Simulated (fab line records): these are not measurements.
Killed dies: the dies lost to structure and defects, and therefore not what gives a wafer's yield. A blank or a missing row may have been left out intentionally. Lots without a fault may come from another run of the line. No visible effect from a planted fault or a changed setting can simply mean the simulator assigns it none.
Matching of chambers + flow n5Finfet + N5_FIN_SAQP_HM_DEP_72 on pecvd-03 has 3 sister chambers
The step deposits SiO2 from SiH4/N2O, target thk 12 nm, time 7.2 s. 20 wafers are shown with their chamber, then 10 later ones without.

## EACH WAFER AND ITS CHAMBER
| wafer  | chamber | showerheadPlenumPTorr (Torr) | heaterPowerW (W) |
|--------|---------|------------------------------|------------------|
| L074.2 | 0       | 7.96                         | 727              |
| L074.3 | 2       | 8.07                         | 616              |
| L074.5 | 2       | 8.05                         | 615              |
| L075.3 | 0       | 7.96                         | 684              |
| L075.5 | 0       | 7.95                         | 679              |
| L075.6 | 2       | 8.05                         | 699              |
| L076.1 | 1       | 8.29                         | 939              |
| L076.2 | 2       | 8.06                         | 726              |
| L076.5 | 0       | 7.97                         | 698              |
| L080.2 | 2       | 8.06                         | 639              |
| L080.3 | 1       | 8.28                         | 824              |
| L080.4 | 0       | 7.95                         | 625              |
| L087.2 | 1       | 8.28                         | 884              |
| L087.4 | 0       | 7.98                         | 606              |
| L087.5 | 2       | 8.04                         | 669              |
| L088.1 | 2       | 8.08                         | 659              |
| L088.2 | 0       | 7.98                         | 675              |
| L088.4 | 1       | 8.30                         | 901              |
| L089.2 | 2       | 8.07                         | 686              |
| L089.4 | 2       | 8.06                         | 676              |

SIGNATURES (means of the wafers above)
| reading               | chamber 0 | chamber 1 | chamber 2 | scatter within a chamber |
|-----------------------|-----------|-----------|-----------|--------------------------|
| showerheadPlenumPTorr | 7.9643    | 8.2875    | 8.0600    | 0.012                    |
| heaterPowerW          | 670.57    | 887.00    | 665.00    | 40.9                     |
Rule: distance of a wafer from a chamber = root of the sum over the readings of ((wafer's reading minus chamber's mean) / reading's scatter) squared. The wafer belongs to the nearest chamber; if the next one is less than 2 further off, it can't be placed. How the scatter is found: for the shown wafers, subtract from each reading the mean of its chamber, square and add these, divide the total by (wafers less chambers), then take the root.

## WAFERS WITHOUT THEIR CHAMBER
| wafer  | showerheadPlenumPTorr (Torr) | heaterPowerW (W) |
|--------|------------------------------|------------------|
| L089.5 | 7.96                         | 604              |
| L090.1 | 8.08                         | 708              |
| L090.4 | 8.29                         | 920              |
| L090.5 | 7.97                         | 715              |
| L091.2 | 8.07                         | 664              |
| L091.3 | 7.97                         | 718              |
| L091.5 | 7.96                         | 728              |
| L094.2 | 8.30                         | 776              |
| L094.4 | 8.04                         | 672              |
| L094.5 | 7.99                         | 635              |

## WHICH CHAMBER EACH WENT THROUGH
| wafer  | from the rows above | in truth |
|--------|---------------------|----------|
| L089.5 | 0                   | 0        |
| L090.1 | 2                   | 2        |
| L090.4 | 1                   | 1        |
| L090.5 | 0                   | 0        |
| L091.2 | 2                   | 2        |
| L091.3 | 0                   | 0        |
| L091.5 | 0                   | 0        |
| L094.2 | 1                   | 1        |
| L094.4 | 2                   | 2        |
| L094.5 | 0                   | 0        |
Placed correctly: 10 of 10. Can't be placed from these rows: 0. Wrongly placed: 0.
